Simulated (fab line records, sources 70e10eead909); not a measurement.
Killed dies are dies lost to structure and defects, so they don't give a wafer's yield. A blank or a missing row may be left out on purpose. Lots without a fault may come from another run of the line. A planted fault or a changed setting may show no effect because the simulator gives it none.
Chamber matching | flow nand_harc | NHARC_THIN_TSV_CMP_21 on cmp-03: 4 sister chambers
The step polishes, t overpolish 30 s, target thk 2000 nm. 8 wafers are shown with their chamber, then 8 later ones without.

WAFERS WITH THEIR CHAMBER
wafer  | chamber | motor_current_A (A) | overpolish_run_s (s)
L897.1 | 2       | 12.2                | 30.008
L899.2 | 1       | 13.1                | 29.992
L898.1 | 2       | 11.4                | 30.007
L901.2 | 1       | 13.7                | 30.005
L900.3 | 0       | 15.4                | 30.010
L900.4 | 3       | 13.1                | 29.994
L900.6 | 0       | 14.8                | 29.989
L902.2 | 3       | 12.7                | 30.020

WAFERS WITHOUT THEIR CHAMBER
wafer  | motor_current_A (A) | overpolish_run_s (s)
L902.3 | 12.0                | 29.997
L902.4 | 13.4                | 30.002
L909.1 | 11.4                | 29.999
L909.2 | 12.5                | 30.014
L909.3 | 14.0                | 30.006
L918.1 | 15.4                | 30.009
L918.2 | 13.1                | 30.007
L918.3 | 12.0                | 30.005

WHICH CHAMBER EACH WENT THROUGH
wafer  | from the rows above          | in truth
L902.3 | can't be placed: 2 or 3      | 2
L902.4 | can't be placed: 1 or 3      | 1
L909.1 | 2                            | 2
L909.2 | can't be placed: 3 or 2 or 1 | 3
L909.3 | can't be placed: 1 or 3 or 0 | 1
L918.1 | 0                            | 0
L918.2 | can't be placed: 3 or 1      | 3
L918.3 | can't be placed: 2 or 3      | 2
Placed correctly: 2 of 8. Can't be placed from these rows: 6 (the true chamber is among the candidates in 6). Placed wrongly: 0.
How it was worked out, from the rows above alone: a wafer's distance from a chamber is the root of the sum, over the readings, of the square of ((its reading less the chamber's mean) divided by the reading's scatter). The wafer belongs to the nearest chamber; if the next one is less than 2 further off, it can't be placed. A chamber's mean is the mean of its shown wafers. The scatter: the root of (the sum of the squares of (reading less its chamber's mean) over the shown wafers, divided by (wafers less chambers)).
